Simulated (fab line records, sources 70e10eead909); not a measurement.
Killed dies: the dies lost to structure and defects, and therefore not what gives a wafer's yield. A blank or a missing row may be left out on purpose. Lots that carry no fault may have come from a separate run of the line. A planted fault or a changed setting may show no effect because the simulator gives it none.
Comparing a struck lot with a sound one | flow nandHarc | 14 steps out of a route of 1302
Sound: wafers L335.3, L335.4, L335.6. Struck: wafer L331.6 (left out: L331.2, a lot-mate that was not struck); the cause follows at the end.
Each step with rows lists, per side, the tool, then ch with its chambers, then its first start. Under that, the readings that differ: sound wafers | struck wafers | difference of the means | sigmas: that difference in standard deviations of wafers without a fault.
alike: same words and numbers on both sides, and readings whose means sit less than 2 such deviations apart. not compared: any withheld reading, any reading some wafer has no value for, any bound like >300 that may hide the same value, and any number with overlapping values for which the record gives no deviation.
The two part at a step that has a row with sigmas, a row that says differs or no value, or rows on one side only. Numbers that don't overlap but have no deviation are shown without sigmas and don't part them. Lack of a reading on every wafer of one side parts them only where that side has two or more wafers.

NHARC_A_STAIRCASE_DESCUM_11: chemistry O2, time 3 s.
  sound on rieDiel-09 ch 1,2, day 24 10:53; struck on rieDiel-01 ch 1, day 22 22:04
  alike: drypumpMotorCurrentA, oesProductAu, rfVppV, showerheadPlenumPTorr, throttleValvePct
  not compared: rfHoursCounterH
then, 6 steps without rows for these wafers: NHARC_A_STAIRCASE_TRIM_12 (chemistry O2, time 211.2 s); NHARC_A_STAIRCASE_ETCH_13 (etches the open film in C4F8/O2, target depth 100 nm, time 40.5 s); NHARC_A_STAIRCASE_TRIM_14 (chemistry O2, time 211.2 s); NHARC_A_STAIRCASE_ETCH_15 (etches the open film in C4F8/O2, target depth 100 nm, time 40.5 s); NHARC_A_STAIRCASE_TRIM_16 (chemistry O2, time 211.2 s); NHARC_A_STAIRCASE_ETCH_17 (etches the open film in C4F8/O2, target depth 100 nm, time 40.5 s).
NHARC_A_STAIRCASE_TRIM_18: chemistry O2, time 211.2 s.
  sound on rieDiel-09 ch 0,1,2; struck on rieDiel-01 ch 1
  alike: drypumpMotorCurrentA, oesProductAu, rfVppV, runLengthS, showerheadPlenumPTorr, throttleValvePct
  not compared: rfHoursCounterH
then, 1 step without rows for these wafers: NHARC_A_STAIRCASE_ETCH_19 (etches the open film in C4F8/O2, target depth 100 nm, time 40.5 s).
NHARC_A_STAIRCASE_TRIM_20: chemistry O2, time 211.2 s.
  sound on rieDiel-09 ch 1,2,3, day 24 12:01; struck on rieDiel-01 ch 3, day 22 23:22
reading                  | sound       | struck | difference | sigmas
drypumpMotorCurrentA (A) | 5.9 5.6 6.0 | 6.8    | +1.0       | +2
  alike: oesProductAu, rfVppV, runLengthS, showerheadPlenumPTorr, throttleValvePct
  not compared: rfHoursCounterH
NHARC_A_STAIRCASE_ETCH_21: etches the open film in C4F8/O2, target depth 100 nm, time 40.5 s.
  sound on rieDiel-09 ch 0,2,3; struck on rieDiel-01 ch 0
  alike: oesProductAu, rfVppV
  not compared: rfHoursCounterH
NHARC_A_STAIRCASE_TRIM_22: chemistry O2, time 211.2 s.
  sound on rieDiel-09 ch 1,2,3, day 24 12:17; struck on rieDiel-01 ch 3, day 22 23:37
reading                  | sound             | struck | difference | sigmas
drypumpMotorCurrentA (A) | 6.0 5.6 5.9       | 6.9    | +1.1       | +2
runLengthS (s)           | 231.8 231.9 232.9 | 298.9  | +66.7      | +99 or more
  alike: oesProductAu, rfVppV, showerheadPlenumPTorr, throttleValvePct
  not compared: rfHoursCounterH
NHARC_A_STAIRCASE_ETCH_23: etches the open film in C4F8/O2, target depth 100 nm, time 40.5 s.
  sound on rieDiel-09 ch 0,1,3; struck on rieDiel-01 ch 1
  alike: oesProductAu, rfVppV
  not compared: rfHoursCounterH
-- the record jumps here: 9 days lie between the struck wafers' starts before and after (it left off in module A_STAIRCASE and takes up again in module END, whose first step shown is number 1302 of the route) --
NHARC_END_SORT_01:
  only the struck wafers appear in the record here, on prober-02 ch 0 at day 31 16:46; the sound ones have no rows

## WHERE THEY PART
Last at NHARC_END_SORT_01 as far as this record goes, first at NHARC_A_STAIRCASE_TRIM_20.

WHY: whatever the simulator had introduced
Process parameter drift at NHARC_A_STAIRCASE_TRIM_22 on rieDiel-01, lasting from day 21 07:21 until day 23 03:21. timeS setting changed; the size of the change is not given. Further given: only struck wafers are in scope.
